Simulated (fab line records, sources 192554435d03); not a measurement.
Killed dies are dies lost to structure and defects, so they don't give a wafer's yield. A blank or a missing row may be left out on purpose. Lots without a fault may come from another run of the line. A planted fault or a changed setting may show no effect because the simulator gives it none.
Chamber matching | flow n5_finfet | N5_BEOL_M10_CURE_71 on uv_cure-02: 3 sister chambers
The step cures SiCOH lowk, time 240 s. 18 wafers are shown with their chamber, then 9 later ones without.

WAFERS WITH THEIR CHAMBER
wafer  | chamber | wafer_temp_C_max | lamp_power_pct (%)
L077.2 | 2       | 386.8            | 52.34
L077.5 | 2       | 387.2            | 52.31
L077.6 | 2       | 387.5            | 52.35
L081.2 | 1       | 386.2            | 52.25
L081.4 | 1       | 386.7            | 52.17
L081.6 | 1       | 386.1            | 52.27
L083.4 | 2       | 386.8            | 52.37
L083.5 | 2       | 386.8            | 52.30
L083.6 | 2       | 386.3            | 52.37
L091.1 | 1       | 385.7            | 52.23
L091.3 | 1       | 385.9            | 52.36
L091.4 | 1       | 385.9            | 52.32
L089.1 | 0       | 386.9            | 52.36
L089.4 | 0       | 386.8            | 52.28
L089.6 | 0       | 386.5            | 52.21
L092.2 | 0       | 387.0            | 52.35
L092.4 | 0       | 386.6            | 52.38
L092.6 | 0       | 386.8            | 52.37

SIGNATURES (means of the wafers above)
reading          | chamber 0 | chamber 1 | chamber 2 | scatter within a chamber
wafer_temp_C_max | 386.767   | 386.083   | 386.900   | 0.329
lamp_power_pct   | 52.3250   | 52.2667   | 52.3400   | 0.0572
Rule: a wafer's distance from a chamber is the root of the sum, over the readings, of the square of ((its reading less the chamber's mean) divided by the reading's scatter). The wafer belongs to the nearest chamber; if the next one is less than 2 further off, it can't be placed. The scatter: the root of (the sum of the squares of (reading less its chamber's mean) over the shown wafers, divided by (wafers less chambers)).

WAFERS WITHOUT THEIR CHAMBER
wafer  | wafer_temp_C_max | lamp_power_pct (%)
L093.1 | 386.6            | 52.27
L093.5 | 386.8            | 52.38
L093.6 | 386.5            | 52.40
L094.2 | 386.8            | 52.29
L094.3 | 386.3            | 52.30
L094.5 | 387.3            | 52.33
L097.2 | 386.1            | 52.39
L097.3 | 386.7            | 52.24
L097.6 | 387.3            | 52.37

WHICH CHAMBER EACH WENT THROUGH
wafer  | from the rows above          | in truth
L093.1 | can't be placed: 0 or 2 or 1 | 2
L093.5 | can't be placed: 2 or 0      | 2
L093.6 | can't be placed: 0 or 2 or 1 | 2
L094.2 | can't be placed: 0 or 2 or 1 | 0
L094.3 | can't be placed: 1 or 0 or 2 | 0
L094.5 | can't be placed: 2 or 0      | 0
L097.2 | can't be placed: 1 or 0 or 2 | 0
L097.3 | can't be placed: 0 or 2 or 1 | 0
L097.6 | can't be placed: 2 or 0      | 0
Placed correctly: 0 of 9. Can't be placed from these rows: 9 (the true chamber is among the candidates in 9). Placed wrongly: 0.
